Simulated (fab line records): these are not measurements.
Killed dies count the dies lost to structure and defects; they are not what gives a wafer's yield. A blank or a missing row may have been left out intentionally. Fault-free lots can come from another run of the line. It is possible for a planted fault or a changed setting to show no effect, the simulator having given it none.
Comparing a struck lot with a sound one -- flow n5_finfet -- 16 out of 1938 route steps
Sound: the wafers L679.4, L679.5, L679.6. The struck wafers were L667.1, L667.4, L667.5. The cause comes at the end.
For every step that has rows: the tool of each side, followed by ch and its chambers, followed by its first start. Under that, the readings that differ: sound wafers -- struck wafers -- difference of the means -- sigmas: that difference in standard deviations of wafers without a fault.
alike: readings with means less than 2 such deviations apart, plus words and numbers identical on both sides. not compared: withheld readings, readings lacking a value on some wafer, bounds such as >300 that could conceal the same value, and numbers that have no deviation in the record and whose values overlap.
The two part at a step that has a row with sigmas, a row that says differs or no value, or rows on one side only. Numbers that don't overlap but have no deviation are shown without sigmas and don't part them. Lack of a reading on every wafer of one side parts them only where that side has two or more wafers.

N5_BEOL_M0_PRE_CLEAN_113: time 30 s.
  sound: pvd_sputter-03 at day 10 22:24; struck: pvd_sputter-01 at day 8 01:29
  alike: heater_power_w
then, 1 step without rows for these wafers: N5_BEOL_M0_ALD_136 (deposits TaN, pulse time 2 s, purge time 3 s, co reactant purge time 2 s).
N5_BEOL_M0_SURFACE_TREAT_137:
  sound: pvd_sputter-03 at day 10 22:44; struck: pvd_sputter-01 at day 8 01:47
  not compared: throttle_valve_pct
then, 1 step without rows for these wafers: N5_BEOL_M0_CVD_115 (deposits Co from CCTBA/H2, time 120 s).
N5_BEOL_M0_SPUTTER_116: material Cu, target thk 4 nm, time 7.37 s.
  sound: pvd_sputter-03 at day 10 23:11; struck: pvd_sputter-01 at day 8 02:11
reading,sound,struck,difference,sigmas
throttle_valve_pct (%),31.2 31.2 31.7,27.1 27.3 28.7,-3.7,-3
N5_BEOL_M0_ANNEAL_117: time 60 s.
  sound: pvd_sputter-03 at day 10 23:16; struck: pvd_sputter-01 at day 8 02:16
  alike: heater_power_w, susceptor_temp_C
N5_BEOL_M0_SPUTTER_132: material Cu, target thk 4 nm, time 7.37 s.
  sound: pvd_sputter-03 at day 10 23:18; struck: pvd_sputter-01 at day 8 02:19
reading,sound,struck,difference,sigmas
throttle_valve_pct (%),31.3 31.0 31.6,27.2 27.2 28.6,-3.6,-3
then, 5 steps without rows for these wafers: N5_BEOL_M0_ANNEAL_133 (time 60 s); N5_BEOL_M0_SPUTTER_134 (material Cu, target thk 4 nm, time 7.37 s); N5_BEOL_M0_ANNEAL_135 (time 60 s); N5_BEOL_M0_SPUTTER_141 (material Cu, target thk 4 nm, time 7.37 s); N5_BEOL_M0_ECD_118 (material Cu, target thk 300 nm).
N5_BEOL_M0_ANNEAL_119: time 90 s.
  struck on rtp_anneal-01, day 8 02:48; sound on rtp_anneal-02 ch 0, day 11 00:03
  no value came back on the struck wafers for anneal_temp_c (C), anneal_temp_c_max, wafer_temp_C_max; on the sound wafers anneal_temp_c (C) reads 224.76 225.03 224.64
N5_BEOL_M0_CMP_120: polishes, stops on SiOC, t overpolish 6.9 s.
  sound on cmp-04 ch 0,3, day 11 00:15; struck on cmp-01 ch 0,1,2, day 8 03:06
reading,sound,struck,difference,sigmas
barrier_field_endpoint_s (s),3.38 3.52 3.16,3.93 3.92 3.68,+0.49,+3
platen_rpm (rpm),49.95 49.96 49.98,50.09 50.03 50.06,+0.10,+3
time_to_endpoint_s (s),61 58 50,82 82 81,+25,+6
  alike: edge_zone_pressure_frac, motor_current_A, overpolish_run_s
N5_BEOL_M4_RC_MEAS_101:
  the record has rows for the sound wafers here (prober-02 ch 0, day 13 09:57) and none for the struck ones
-- here the record skips 6 days between the struck wafers' starts before and after, leaving off in module BEOL_M4 and picking up in module PASSIVATION (first step shown: number 1936 of the route) --
N5_PASSIVATION_PROBE_49:
  sound: prober-02 at day 17 16:37; struck: prober-02 at day 14 03:35
reading,sound,struck,difference,sigmas
defect_limited_yield (%),90.9 92.4 89.7,10.3 13.5 24.3,-75.0,-47
killed_at_M0_to_M3,46 33 45,1008 947 824,+885,+80
killed_dies,107 90 122,1058 1021 893,+884,+47
killed_on_rim,21 11 22,40 152 11,+50,+12
sort_n_pass,1073 1090 1058,122 159 287,-884,-47
sort_yield_pct (%),90.9 92.4 89.7,10.3 13.5 24.3,-75.0,-47
  alike: killed_at_M4_up, killed_at_contacts, killed_at_front_end, killed_at_other, killed_open, killed_short, sort_bin_4_leakage, sort_bin_5_function, sort_bin_6_memory, sort_bin_8_speed

WHERE THEY PART
Last at N5_PASSIVATION_PROBE_49 as far as this record goes, first at N5_BEOL_M0_SPUTTER_116.

WHY: whatever the simulator had introduced
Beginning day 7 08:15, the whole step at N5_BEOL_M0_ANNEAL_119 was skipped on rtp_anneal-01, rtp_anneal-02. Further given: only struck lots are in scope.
